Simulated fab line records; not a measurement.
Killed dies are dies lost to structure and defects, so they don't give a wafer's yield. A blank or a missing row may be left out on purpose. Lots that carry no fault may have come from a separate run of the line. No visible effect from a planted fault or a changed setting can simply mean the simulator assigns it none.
fab line records	flow nandHarc	part 1 of 2: steps 1 to 4 of 6
record: lots: 23	wafers: 69	lastDay: 33
route steps=1302 shown A_STAIRCASE@639
lots that met no fault: from a run of the same line without faults
startH: hours from the record's opening day to when the first of the lot's shown wafers began	waitH: hours from the lot's prior step to this one	" repeats the value in the row above	L1.1+2: a single row standing in for several wafers	- no value, or no start given	* or withheld: withheld	< > ~ a bound
route shown NAME@n: names a module that has steps shown in the file, with the first one's number in the route	usual: average and standard deviation across the fault-free wafers	same: alike in all rows	chamber/n: place in a boat	sites: each site's reading	_std_site: the values' standard deviation	_edge_site: inner sites' mean taken away from outer sites' mean	radiusMm: how far each site lies from the wafer's centre	mask NAME#n: copy n	behind: the most recent tool/chamber to have shaped the wafer	hold: cause of the lot's hold/its duration in hours/its outcome	device: the transistor (n, p or np) that didn't switch	end of line: the same wafers' tests at the end of the route	a step without rows: its recipe alone	killed: the dies lost at the first sort to structure and to defects; this is not the yield of the wafer	map: the dies of a wafer, with x for killed, . for not killed, _ for no die there
set.NAME: the setting that was run; set.NAME@STEP: the one run at that earlier step	model.NAME: the simulator's own value behind a step, which no gauge read
steps of the route over a sample of lots; a table a step, a row a wafer
services: the hour from which a tool's chamber was out of use, counted from the record's first day as startH (under 0 if before that day), plus the number of hours and why
== steps ==
step: NHARC_A_STAIRCASE_DEP_156
recipe: targetThkA: 500	tempC: 400	targetThkNm: 50	flowSccm: 200	rfW: 450	material: SiNx
usual: heaterPowerW: 760/100
lot.wafer	tool	chamber	startH	waitH	heaterPowerW
L074.2	pecvd-03	1	353.31	0.1	865
L074.3	"	0	"	"	627
L074.5	"	0	"	"	634
L075.2	pecvd-01	2	353.32	0.1	711
L075.3	"	0	"	"	679
L075.5	"	2	"	"	710
L076.3	pecvd-04	1	357.84	0.1	663
L076.6	"	0	"	"	648
L076.5	"	1	"	"	675
L077.2	pecvd-01	1	388.10	0.1	657
L077.6	"	0	"	"	701
L077.4	"	2	"	"	793
L078.3	pecvd-04	2	392.73	0.1	949
L078.5	"	0	"	"	717
L078.4	"	1	"	"	668
L080.3	pecvd-04	1	413.32	0.1	705
L080.4	"	2	"	"	1034
L080.6	"	1	"	"	719
L081.2	pecvd-04	0	427.32	0.1	751
L081.4	"	1	"	"	767
L081.6	"	0	"	"	736
L082.2	pecvd-03	2	427.44	0.1	685
L082.4	"	2	"	"	677
L082.5	"	0	"	"	607
L083.2	pecvd-01	0	441.39	0.1	694
L083.4	"	0	"	"	696
L083.3	"	1	"	"	648
L084.3	pecvd-04	0	441.43	0.1	678
L084.4	"	1	"	"	811
L084.6	"	2	"	"	1000
L085.3	pecvd-01	1	454.21	0.1	743
L085.2	"	2	"	"	706
L085.5	"	1	"	"	741
L086.6	pecvd-01	0	462.21	0.1	738
L086.5	"	1	"	"	700
L086.4	"	2	"	"	775
L088.2	pecvd-01	1	489.64	0.1	703
L088.3	"	0	"	"	749
L088.6	"	2	"	"	773
L087.3	pecvd-03	0	489.67	0.1	640
L087.6	"	1	"	"	842
L087.4	"	0	"	"	617
L089.2	pecvd-03	0	498.17	0.1	630
L089.3	"	2	"	"	736
L089.4	"	0	"	"	635
L090.4	pecvd-03	1	511.66	0.4	881
L090.5	"	2	"	"	615
L090.6	"	1	"	"	876
L091.3	pecvd-04	1	524.26	0.1	874
L091.5	"	1	"	"	887
L091.4	"	2	"	"	833
L092.3	pecvd-04	1	530.23	0.1	827
L092.5	"	1	"	"	845
L092.4	"	0	"	"	714
L093.1	pecvd-01	0	530.28	0.1	718
L093.5	"	2	"	"	688
L093.6	"	0	"	"	718
L094.1	pecvd-03	0	540.26	0.1	631
L094.3	"	2	"	"	716
L094.6	"	1	"	"	883
L095.1	pecvd-01	1	559.06	0.1	850
L095.4	"	1	"	"	814
L095.5	"	2	"	"	791
L096.2	pecvd-01	1	566.28	0.1	821
L096.4	"	1	"	"	785
L096.5	"	2	"	"	710
L097.1	pecvd-04	2	573.20	0.1	892
L097.3	"	2	"	"	894
L097.5	"	2	"	"	884
step: NHARC_A_STAIRCASE_ETCH_170
recipe: targetDepthA: 2000	timeS: 66.667	ionEnergyEv: 250	c4f6FlowSccm: 25	o2FlowSccm: 20	arFlowSccm: 500	rfW: 600	biasW: 500	chemistry: C4F6/O2
usual: drypumpMotorCurrentA: 5.9/0.42	oesProductAu: 0.979/0.013	rfVppV: 547/3.1	showerheadPlenumPTorr: 3.91/0.15	throttleValvePct: 26.903/0.0094
lot.wafer	tool	chamber	startH	waitH	drypumpMotorCurrentA	oesProductAu	rfHoursCounterH	rfVppV	showerheadPlenumPTorr	throttleValvePct
L074.2	rieDiel-11	1	-	-	6.4	0.979	27	548	4.01	26.892
L074.3	"	2	"	"	5.6	0.969	29	544	3.78	26.907
L074.5	"	2	"	"	5.6	0.964	-	545	3.78	26.907
L075.3	rieDiel-07	1	-	-	6.3	0.972	18	548	3.94	26.897
L075.2	"	0	"	"	5.1	0.983	8	545	3.86	26.915
L075.5	"	1	"	"	6.3	0.973	-	546	3.94	26.908
L076.3	rieDiel-10	0	-	-	6.3	0.977	35	547	3.89	26.919
L076.6	"	2	"	"	5.5	0.984	-	541	3.68	26.896
L076.5	"	3	"	"	6.2	0.971	-	549	3.98	26.909
L077.4	rieDiel-11	3	-	-	6.3	0.948	44	550	4.03	26.895
L077.2	"	0	"	"	5.3	0.949	42	552	4.16	26.906
L077.6	"	1	"	"	6.4	0.953	-	549	4.00	26.900
L078.3	rieDiel-10	2	-	-	5.5	1.006	46	540	3.67	26.897
L078.4	"	1	"	"	6.2	0.959	36	544	3.83	26.910
L078.5	"	3	"	"	6.1	0.985	-	547	3.97	26.918
L080.4	rieDiel-07	3	-	-	6.1	0.995	30	545	3.87	26.909
L080.3	"	0	"	"	5.1	0.992	20	545	3.85	26.920
L080.6	"	0	"	"	5.1	0.986	-	544	3.85	26.903
L081.2	rieDiel-07	0	-	-	5.1	0.992	24	546	3.85	26.906
L081.4	"	1	"	"	6.3	0.988	35	548	3.93	26.918
L081.6	"	3	"	"	6.0	0.985	-	546	3.86	26.911
L082.2	rieDiel-11	1	-	-	6.4	0.987	57	549	3.99	26.884
L082.4	"	0	"	"	5.3	0.989	56	551	4.15	26.883
L082.5	"	2	"	"	5.6	0.986	-	543	3.77	26.911
L084.4	rieDiel-10	1	-	-	6.1	0.984	3	545	3.82	26.904
L084.3	"	3	"	"	6.2	0.984	3	549	3.97	26.898
L084.6	"	2	"	"	5.5	0.994	-	552	4.22	26.900
L083.3	rieDiel-10	3	-	-	6.1	0.972	3	547	3.97	26.914
L083.2	"	0	"	"	6.3	0.989	3	545	3.88	26.915
L083.4	"	1	"	"	6.1	0.972	3	545	3.82	26.896
L085.3	rieDiel-10	3	-	-	6.1	0.971	6	548	3.96	26.913
L085.2	"	1	"	"	6.1	0.973	6	544	3.82	26.912
L085.5	"	0	"	"	6.3	0.981	-	546	3.87	26.890
L086.5	rieDiel-07	2	-	-	5.8	0.972	-	541	3.68	26.911
L086.4	"	3	"	"	6.1	0.981	-	545	3.85	26.888
L086.6	"	0	"	"	5.1	0.970	-	545	3.84	26.887
L087.3	rieDiel-07	0	-	-	5.1	0.965	1	545	3.84	26.896
L087.4	"	1	"	"	6.3	0.968	2	546	3.92	26.896
L087.6	"	1	"	"	6.3	0.968	-	545	3.92	26.890
L088.3	rieDiel-11	3	-	-	6.3	0.973	14	548	4.01	26.899
L088.2	"	0	"	"	5.3	0.986	13	551	4.14	26.917
L088.6	"	3	"	"	6.3	0.981	-	549	4.01	26.890
L089.4	rieDiel-11	0	-	-	5.3	0.991	15	551	4.14	26.923
L089.3	"	1	"	"	6.4	1.005	16	548	3.98	26.910
L089.2	"	2	"	"	5.6	0.962	17	545	3.76	26.912
L090.4	rieDiel-07	1	-	-	6.3	0.973	10	547	3.92	26.901
L090.6	"	1	"	"	6.3	0.956	-	547	3.92	26.900
L090.5	"	2	"	"	5.8	0.966	-	542	3.67	26.898
L091.3	rieDiel-10	3	-	-	6.2	0.991	30	548	3.95	26.902
L091.4	"	0	"	"	6.3	0.982	32	546	3.86	26.904
L091.5	"	2	"	"	5.5	0.997	-	552	4.21	26.911
L093.1	rieDiel-10	1	-	-	6.1	0.989	36	545	3.80	26.914
L093.6	"	1	"	"	6.1	0.979	-	543	3.80	26.899
L093.5	"	2	"	"	5.6	1.005	-	553	4.21	26.897
L092.3	rieDiel-10	2	-	-	5.5	0.978	32	553	4.21	26.915
L092.4	"	3	"	"	6.1	0.995	31	548	3.95	26.902
L092.5	"	1	"	"	6.1	0.952	-	543	3.80	26.907
L094.3	rieDiel-11	1	-	-	6.4	0.987	32	548	3.97	26.901
L094.1	"	2	"	"	5.6	0.975	29	543	3.75	26.903
L094.6	"	2	"	"	5.5	0.986	-	543	3.75	26.911
L095.1	rieDiel-10	1	-	-	6.2	0.970	43	545	3.80	26.913
L095.4	"	3	"	"	6.2	0.968	40	547	3.94	26.906
L095.5	"	1	"	"	6.2	0.977	-	543	3.80	26.904
L096.4	rieDiel-11	3	-	-	6.3	0.966	38	549	4.00	26.913
L096.2	"	0	"	"	5.3	0.987	41	551	4.12	26.920
L096.5	"	3	"	"	6.3	0.965	-	546	4.00	26.892
L097.1	rieDiel-11	1	-	-	6.4	0.983	42	550	3.97	26.897
L097.3	"	2	"	"	5.6	0.984	39	544	3.74	26.897
L097.5	"	0	"	"	5.3	0.979	-	551	4.12	26.890
step: NHARC_A_STAIRCASE_TRIM_12
recipe: timeS: 211.2	o2FlowSccm: 500	arFlowSccm: 0	biasW: 0	chemistry: O2
usual: drypumpMotorCurrentA: 5.9/0.4	oesProductAu: 1.005/0.009	rfVppV: 57.9/0.95	showerheadPlenumPTorr: 3.52/0.13	throttleValvePct: 17.036/0.0092
lot.wafer	tool	chamber	startH	waitH	drypumpMotorCurrentA	oesProductAu	rfHoursCounterH	rfVppV	showerheadPlenumPTorr	throttleValvePct
L074.3	rieDiel-10	0	356.23	0.1	6.3	1.013	34	57.8	3.50	17.033
L074.2	"	2	"	"	5.5	1.016	32	56.7	3.30	17.021
L074.5	"	0	"	"	6.3	1.005	-	57.9	3.50	17.042
L075.3	rieDiel-10	0	356.45	0.1	6.3	1.008	34	56.6	3.50	17.041
L075.2	"	3	"	"	6.2	1.004	36	57.0	3.58	17.043
L075.5	"	0	"	"	6.3	1.017	-	57.7	3.50	17.040
L076.3	rieDiel-10	2	361.00	0.1	5.5	1.014	34	57.0	3.30	17.046
L076.5	"	2	"	"	5.5	1.010	-	57.0	3.30	17.040
L076.6	"	0	"	"	6.3	1.001	-	56.4	3.50	17.035
L077.2	rieDiel-07	2	391.00	0.1	5.8	0.995	27	57.8	3.32	17.023
L077.4	"	0	"	"	5.1	0.997	15	58.0	3.46	17.037
L077.6	"	2	"	"	5.8	0.992	-	56.7	3.32	17.049
L078.3	rieDiel-07	0	395.57	0.1	5.1	1.001	16	56.6	3.46	17.032
L078.4	"	2	"	"	5.8	0.998	28	56.2	3.32	17.038
L078.5	"	0	"	"	5.1	1.003	-	58.2	3.46	17.036
L080.4	rieDiel-11	1	415.90	0.1	6.4	1.005	53	57.2	3.59	17.023
L080.3	"	0	"	"	5.3	0.999	53	59.0	3.74	17.032
L080.6	"	1	"	"	6.4	1.012	-	58.6	3.59	17.051
L082.4	rieDiel-11	2	432.87	0.1	5.6	1.006	56	58.9	3.38	17.041
L082.2	"	0	"	"	5.3	1.000	58	58.6	3.74	17.044
L082.5	"	2	"	"	5.5	1.011	-	57.5	3.38	17.032
L081.2	rieDiel-07	0	433.30	3.0	5.1	1.008	28	56.6	3.46	17.054
L081.4	"	1	"	"	6.3	0.998	38	58.3	3.54	17.032
L081.6	"	3	"	"	6.0	1.016	-	57.4	3.47	17.046
L084.4	rieDiel-07	0	445.01	0.1	5.1	0.994	33	57.3	3.45	17.041
L084.3	"	1	"	"	6.3	0.993	43	58.0	3.53	17.039
L084.6	"	3	"	"	6.0	1.008	-	57.5	3.47	17.049
L083.2	rieDiel-11	3	445.13	0.1	6.3	0.996	0	58.2	3.62	17.028
L083.3	"	0	"	"	5.3	1.002	0	59.2	3.74	17.042
L083.4	"	1	"	"	6.3	1.022	0	57.5	3.59	17.049
L085.3	rieDiel-11	1	457.16	0.1	6.4	1.018	3	58.8	3.59	17.038
L085.2	"	0	"	"	5.3	1.002	3	58.2	3.74	17.039
L085.5	"	1	"	"	6.4	1.016	-	57.2	3.59	17.038
L086.4	rieDiel-11	0	465.06	0.1	5.3	0.998	6	57.9	3.73	17.024
L086.5	"	0	"	"	5.3	0.998	-	60.6	3.73	17.023
L086.6	"	1	"	"	6.4	1.011	-	57.1	3.59	17.032
L088.3	rieDiel-10	0	492.78	0.1	6.3	1.009	17	57.2	3.48	17.025
L088.2	"	1	"	"	6.1	0.987	21	56.8	3.42	17.058
L088.6	"	0	"	"	6.3	1.009	-	56.9	3.48	17.042
L087.3	rieDiel-11	1	492.98	0.5	6.4	1.005	14	56.7	3.58	17.026
L087.4	"	2	"	"	5.6	1.002	15	57.6	3.37	17.033
L087.6	"	2	"	"	5.6	1.003	-	57.2	3.37	17.044
L089.2	rieDiel-10	0	500.94	0.1	6.3	1.008	19	57.2	3.47	17.038
L089.4	"	2	"	"	5.5	1.014	20	57.8	3.80	17.028
L089.3	"	3	"	"	6.2	1.014	18	59.1	3.56	17.044
L090.4	rieDiel-10	3	514.81	0.1	6.2	1.006	23	57.6	3.56	17.053
L090.5	"	1	"	"	6.1	0.996	-	58.6	3.42	17.026
L090.6	"	2	"	"	5.5	1.021	-	59.1	3.79	17.031
L091.3	rieDiel-07	0	527.35	0.1	5.1	0.996	15	57.6	3.44	17.039
L091.4	"	1	"	"	6.3	1.004	16	58.6	3.52	17.022
L091.5	"	0	"	"	5.1	0.995	-	56.8	3.44	17.043
L093.1	rieDiel-07	3	533.18	0.1	6.0	0.993	12	59.2	3.45	17.034
L093.6	"	2	"	"	5.8	0.989	-	57.1	3.29	17.039
L093.5	"	3	"	"	6.1	0.984	-	58.0	3.45	17.030
L092.3	rieDiel-10	3	533.34	0.1	6.2	1.020	31	60.1	3.55	17.035
L092.4	"	0	"	"	6.3	1.016	34	57.9	3.47	17.049
L092.5	"	0	"	"	6.3	1.009	-	57.8	3.47	17.033
L094.3	rieDiel-10	1	543.12	0.1	6.1	0.993	38	58.2	3.41	17.029
L094.1	"	2	"	"	5.5	1.011	35	58.3	3.79	17.018
L094.6	"	2	"	"	5.5	1.012	-	58.2	3.79	17.028
L095.4	rieDiel-11	0	561.99	0.1	5.3	1.011	40	58.3	3.71	17.027
L095.1	"	2	"	"	5.6	0.995	35	57.5	3.36	17.031
L095.5	"	0	"	"	5.3	1.010	-	59.1	3.71	17.036
L096.2	rieDiel-10	3	569.09	0.1	6.2	1.008	43	57.4	3.54	17.046
L096.4	"	1	"	"	6.1	0.994	49	58.5	3.41	17.036
L096.5	"	3	"	"	6.2	1.012	-	57.5	3.54	17.029
L097.1	rieDiel-10	2	576.01	0.1	5.5	1.022	48	59.7	3.78	17.037
L097.3	"	1	"	"	6.1	0.999	51	55.3	3.41	17.034
L097.5	"	3	"	"	6.1	1.019	-	57.5	3.54	17.022
step: NHARC_A_STAIRCASE_TRIM_187
recipe: timeS: 211.2	o2FlowSccm: 500	arFlowSccm: 0	biasW: 0	chemistry: O2
usual: drypumpMotorCurrentA: 5.9/0.41	oesProductAu: 1.004/0.01	rfVppV: 57.7/0.88	showerheadPlenumPTorr: 3.51/0.13	throttleValvePct: 17.036/0.0089
lot.wafer	tool	chamber	startH	waitH	drypumpMotorCurrentA	oesProductAu	rfHoursCounterH	rfVppV	showerheadPlenumPTorr	throttleValvePct
L074.3	rieDiel-07	1	360.56	0.1	6.3	0.984	18	56.0	3.55	17.042
L074.2	"	3	"	"	6.0	1.007	19	56.2	3.48	17.039
L074.5	"	2	"	"	5.8	0.995	-	57.6	3.32	17.029
L075.3	rieDiel-11	3	360.72	0.1	6.3	1.001	32	57.8	3.63	17.023
L075.2	"	2	"	"	5.6	0.991	32	58.5	3.40	17.043
L075.5	"	0	"	"	5.3	0.993	-	57.0	3.75	17.033
L076.3	rieDiel-07	3	365.07	0.1	6.0	1.004	20	56.7	3.48	17.037
L076.5	"	1	"	"	6.3	0.995	-	56.6	3.55	17.028
L076.6	"	2	"	"	5.7	0.988	-	58.0	3.32	17.022
L077.2	rieDiel-10	0	394.56	0.1	6.3	1.003	45	57.7	3.49	17.039
L077.4	"	2	"	"	5.5	1.016	46	58.3	3.29	17.043
L077.6	"	3	"	"	6.1	0.998	-	58.3	3.58	17.039
L078.4	rieDiel-07	2	399.20	0.1	5.8	0.995	29	57.0	3.32	17.031
L078.3	"	3	"	"	6.0	1.008	27	57.8	3.48	17.034
L078.5	"	2	"	"	5.8	0.987	-	57.0	3.32	17.042
L080.3	rieDiel-10	0	419.73	0.1	6.3	1.013	54	57.2	3.49	17.025
L080.4	"	2	"	"	5.5	1.015	57	56.4	3.29	17.046
L080.6	"	3	"	"	6.2	1.007	-	57.5	3.57	17.035
L082.4	rieDiel-07	2	436.89	0.1	5.8	0.998	43	57.2	3.31	17.041
L082.2	"	3	"	"	6.0	1.019	42	56.7	3.47	17.041
L082.5	"	1	"	"	6.3	0.989	-	57.3	3.53	17.040
L081.4	rieDiel-07	2	437.30	0.1	5.8	0.997	43	56.7	3.31	17.033
L081.2	"	0	"	"	5.1	1.003	30	57.5	3.45	17.034
L081.6	"	2	"	"	5.7	0.991	-	57.7	3.31	17.033
L084.4	rieDiel-07	3	448.72	0.1	6.0	1.000	48	55.7	3.46	17.050
L084.3	"	1	"	"	6.3	0.997	44	56.7	3.53	17.030
L084.6	"	2	"	"	5.7	0.988	-	60.5	3.30	17.021
L083.4	rieDiel-10	2	448.90	0.1	5.5	1.015	4	59.2	3.81	17.038
L083.3	"	3	"	"	6.2	1.003	4	57.8	3.57	17.039
L083.2	"	0	"	"	6.3	1.014	4	57.0	3.48	17.022
L085.3	rieDiel-11	0	462.05	0.3	5.3	0.998	5	58.9	3.73	17.035
L085.2	"	2	"	"	5.5	0.994	5	57.2	3.38	17.041
L085.5	"	3	"	"	6.3	1.009	-	57.5	3.61	17.012
L086.4	rieDiel-11	0	468.62	0.1	5.3	1.000	8	58.9	3.73	17.040
L086.5	"	0	"	"	5.3	1.004	-	57.0	3.73	17.028
L086.6	"	1	"	"	6.4	1.025	-	58.0	3.59	17.046
L088.2	rieDiel-11	0	496.58	0.1	5.3	1.008	14	58.1	3.73	17.035
L088.3	"	1	"	"	6.4	1.012	15	55.9	3.58	17.030
L088.6	"	3	"	"	6.3	1.000	-	58.2	3.61	17.028
L087.3	rieDiel-10	3	496.71	0.1	6.2	1.004	17	57.3	3.56	17.047
L087.4	"	2	"	"	5.5	1.015	18	57.9	3.80	17.047
L087.6	"	0	"	"	6.3	1.016	-	57.9	3.48	17.042
L089.4	rieDiel-07	1	504.74	0.1	6.3	0.985	7	58.0	3.52	17.042
L089.3	"	2	"	"	5.8	0.989	5	57.9	3.30	17.037
L089.2	"	3	"	"	6.0	0.992	4	57.0	3.46	17.030
L090.4	rieDiel-10	1	520.16	0.1	6.1	1.007	31	57.4	3.42	17.032
L090.5	"	0	"	"	6.3	1.028	-	57.9	3.47	17.039
L090.6	"	1	"	"	6.1	1.003	-	56.6	3.42	17.042
L091.4	rieDiel-07	2	531.37	0.1	5.8	1.000	13	57.7	3.29	17.035
L091.3	"	0	"	"	5.1	1.004	15	57.9	3.44	17.007
L091.5	"	2	"	"	5.7	1.002	-	58.0	3.29	17.028
L092.3	rieDiel-10	3	536.91	0.1	6.2	1.016	33	58.3	3.55	17.045
L092.4	"	0	"	"	6.3	1.010	35	58.4	3.47	17.033
L092.5	"	3	"	"	6.2	1.021	-	57.4	3.55	17.029
L093.1	rieDiel-11	0	537.99	0.1	5.3	1.003	30	58.8	3.72	17.027
L093.5	"	0	"	"	5.3	1.008	-	57.6	3.72	17.023
L093.6	"	1	"	"	6.4	1.014	-	58.1	3.57	17.037
L094.1	rieDiel-10	0	548.35	0.1	6.3	0.996	38	58.1	3.46	17.032
L094.3	"	1	"	"	6.1	0.990	40	56.7	3.41	17.020
L094.6	"	3	"	"	6.2	1.000	-	57.0	3.55	17.038
L095.4	rieDiel-11	2	565.68	0.1	5.5	0.998	36	57.9	3.36	17.046
L095.1	"	0	"	"	5.3	1.013	41	57.3	3.71	17.034
L095.5	"	1	"	"	6.4	1.010	-	59.8	3.57	17.020
L096.2	rieDiel-11	1	573.01	0.1	6.4	1.013	42	60.7	3.57	17.051
L096.4	"	3	"	"	6.3	0.999	40	57.4	3.59	17.045
L096.5	"	2	"	"	5.5	0.991	-	57.8	3.36	17.048
L097.1	rieDiel-11	2	579.81	0.1	5.6	1.006	41	56.4	3.36	17.043
L097.3	"	3	"	"	6.3	0.987	42	58.4	3.59	17.035
L097.5	"	0	"	"	5.3	1.014	-	58.7	3.71	17.039
